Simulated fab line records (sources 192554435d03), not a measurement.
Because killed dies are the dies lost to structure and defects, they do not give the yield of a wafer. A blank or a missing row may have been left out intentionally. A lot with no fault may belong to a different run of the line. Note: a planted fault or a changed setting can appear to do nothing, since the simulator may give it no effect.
8D (eight disciplines) problem report, filled in by code || flow n5Finfet || the parts of the form that need people (team, actions taken, sign-off) are left out

1. THE PROBLEM
CHAIN_V0 at N5_BEOL_M4_RC_MEAS_101 reads a mean of 484 ohm/link on 3 wafers of 2 lots; wafers without a fault read 233 ohm/link with a standard deviation of 10. That is +25 standard deviations from the usual mean.
The first sign was on wafer L651.3 at day 9 18:03, on prober-02. At this step, 26 wafers from 9 lots have a number in the record. The rule behind "out" and "out of limits": a value lying over 4 standard deviations away from the usual mean. The other wafers with a number count as sound.

2. WHAT IT IS, WHAT IT ISN'T
{"question": "which readings at this step", "is": "CHAIN_V0, CHAIN_V0_max_site, SERP_M1, SERP_M1_max_site", "is not": "DIBL_N, DIBL_P, IOFF_N, IOFF_P, ION_N, ION_P, SS_N, SS_P, VT_N, VT_P"}
{"question": "which lots", "is": "L651, L652", "is not": "L645, L648, L649, L659, L663, L666, L668"}
{"question": "which wafers of those lots", "is": "L651.3, L651.5, L652.5", "is not": "L651.4, L652.2, L652.4"}
{"question": "read on which gauges", "is": "prober-01, prober-02", "is not": "-"}
{"question": "when", "is": "from day 9 18:03", "is not": "up to then (10 sound wafers); but 13 sound wafers of L652, L659, L663, L666, L668 came after"}
{"question": "where on the wafer (9 sites)", "is": "all sites", "is not": "-"}

3. WHAT RULES OUT EACH SUSPECT
Counting: a tool at a process step up to the reading stays a suspect if it ran every lot that is out. Sound lots after the first of them don't rule it out here, since some wafers of a struck lot are sound.
- the gauge at N5_BEOL_M4_RC_MEAS_101: ruled out. The wafers that are out were read on 2 gauges (prober-01, prober-02).
- rieDiel-01 at N5_BEOL_M1_ETCH_70 (etches SOC in N2/H2, target depth 80 nm, overetch 16 nm, time 120 s): kept. It ran every lot that is out, first L651 (day 8 03:11).
- rieDiel-01 at N5_BEOL_M1_STRIP_36 (strips in N2/H2): kept. It ran every lot that is out, first L651 (day 8 03:21).
- aldMetal-03 at N5_BEOL_M1_ALD_84 (deposits TaN, pulse time 2 s, purge time 3 s, co reactant purge time 2 s): kept. Every lot that is out went through it, the first being L651 (day 8 04:00); the last sound lot it ran before that was L649 (day 7 03:52).
After the count, these remain: rieDiel-01 at N5_BEOL_M1_ETCH_70, rieDiel-01 at N5_BEOL_M1_STRIP_36 and aldMetal-03 at N5_BEOL_M1_ALD_84.

4. THE CAUSE (what the simulator had put in)
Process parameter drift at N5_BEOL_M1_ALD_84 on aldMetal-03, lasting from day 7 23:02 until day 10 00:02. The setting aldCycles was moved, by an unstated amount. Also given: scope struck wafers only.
Of the 3 suspects that counting leaves, this tool is one.

5. THE CHAIN OF EFFECTS, in route order
Rows list readings where the struck wafers' mean (over those with a number) sits beyond 3 standard deviations from the usual. Readings are gone through only where the record gives a usual standard deviation; hours: the median, over the lots, of the time from a lot's start at the first step in this table giving one to that lot's start at this step; sigmas: the change measured in usual standard deviations.
{"hours": 0, "step": "N5_BEOL_M4_RC_MEAS_101", "reading": "CHAIN_V0", "usual": "233 ohm/link", "on struck wafers": 484, "change": "+251", "sigmas": "+25"}
{"hours": 0, "step": "N5_BEOL_M4_RC_MEAS_101", "reading": "CHAIN_V0_max_site", "usual": "242 ohm/link", "on struck wafers": 517, "change": "+275", "sigmas": "+25"}
{"hours": 0, "step": "N5_BEOL_M4_RC_MEAS_101", "reading": "SERP_M1", "usual": "197 ohm/um", "on struck wafers": 321, "change": "+124", "sigmas": "+8.9"}
{"hours": 0, "step": "N5_BEOL_M4_RC_MEAS_101", "reading": "SERP_M1_max_site", "usual": "208 ohm/um", "on struck wafers": 353, "change": "+145", "sigmas": "+9.7"}
{"hours": 113, "step": "N5_PASSIVATION_PROBE_49", "reading": "sort_bin_8_speed", "usual": "0.00 %", "on struck wafers": 1.30, "change": "+1.30", "sigmas": "+99 or more"}
Process steps it contains:
- N5_PASSIVATION_PROBE_49

6. HOW IT WOULD HAVE BEEN CAUGHT EARLIER
In this record the first reading out of limits at a measuring or inspecting step was taken at day 9 18:03, 43 hours after the fault began at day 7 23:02.
Tool readings at N5_BEOL_M1_ALD_84 with a usual standard deviation given in the record: none out on any struck wafer, hence no alarm at a limit of 4 standard deviations on them.
By day 9 18:03 the whole set of lots that are out, 2 in number, had already begun N5_BEOL_M1_ALD_84 on aldMetal-03. Tool hold at that time: it would have spared none of them.
